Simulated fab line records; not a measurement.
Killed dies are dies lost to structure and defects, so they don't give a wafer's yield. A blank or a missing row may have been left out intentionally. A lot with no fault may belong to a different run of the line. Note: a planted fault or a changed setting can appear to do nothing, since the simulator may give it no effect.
Chamber matching ; flow n5_finfet ; N5_BEOL_M0_SAQP_MANDREL_ETCH_20 on rie_si-01 has 4 sister chambers
The step etches a-Si in HBr/Cl2, stops on SiNx, target depth 60 nm, bt time 10 s, time 30 s. 16 wafers are shown with their chamber, then 8 later ones without.

## WAFERS, EACH WITH ITS CHAMBER
wafer;chamber;drypump_motor_current_A (A);throttle_valve_pct (%);he_backside_leak_sccm (sccm)
L077.1;3;6.4;34.9;3.14
L077.4;0;6.3;35.3;2.75
L077.5;2;5.1;35.3;2.88
L080.2;2;5.2;35.0;2.60
L080.5;0;6.3;35.3;2.65
L080.6;3;6.4;34.9;2.98
L084.2;3;6.4;34.9;3.12
L084.3;2;5.1;35.0;2.71
L084.4;0;6.3;35.3;2.87
L088.2;1;5.7;35.8;2.47
L088.4;2;5.1;34.9;2.63
L088.6;3;6.4;34.9;2.77
L092.3;2;5.2;35.0;2.57
L092.4;0;6.3;35.3;2.79
L092.5;3;6.4;34.9;3.00
L093.1;2;5.2;35.0;2.62

SIGNATURES (averages over the wafers above)
reading;chamber 0;chamber 1;chamber 2;chamber 3;scatter within a chamber
drypump_motor_current_A;6.300;5.700;5.150;6.400;0.0354
throttle_valve_pct;35.300;35.800;35.033;34.900;0.0882
he_backside_leak_sccm;2.7650;2.4700;2.6683;3.0020;0.121
Rule: distance of a wafer from a chamber = root of the sum over the readings of ((wafer's reading minus chamber's mean) / reading's scatter) squared. If the next closest chamber is less than 2 further off than the closest, the wafer can't be placed; otherwise it belongs to the closest. The scatter is the square root of a quotient: the sum, over the shown wafers, of each reading's squared deviation from its chamber's mean, divided by wafers minus chambers.

## WAFERS WITH NO CHAMBER GIVEN
wafer;drypump_motor_current_A (A);throttle_valve_pct (%);he_backside_leak_sccm (sccm)
L093.2;5.7;35.8;2.60
L093.5;6.4;34.9;2.92
L095.1;6.4;34.9;3.02
L095.3;5.2;35.0;2.50
L095.4;6.3;35.3;2.63
L096.2;6.2;35.3;2.71
L096.3;5.1;35.0;2.71
L096.6;6.4;34.9;2.98

## EACH ONE'S CHAMBER
wafer;from the rows above;in truth
L093.2;1;1
L093.5;3;3
L095.1;3;3
L095.3;2;2
L095.4;0;0
L096.2;0;0
L096.3;2;2
L096.6;3;3
Placed correctly: 8 of 8. Left unplaced by these rows: 0. Placed wrongly: 0.
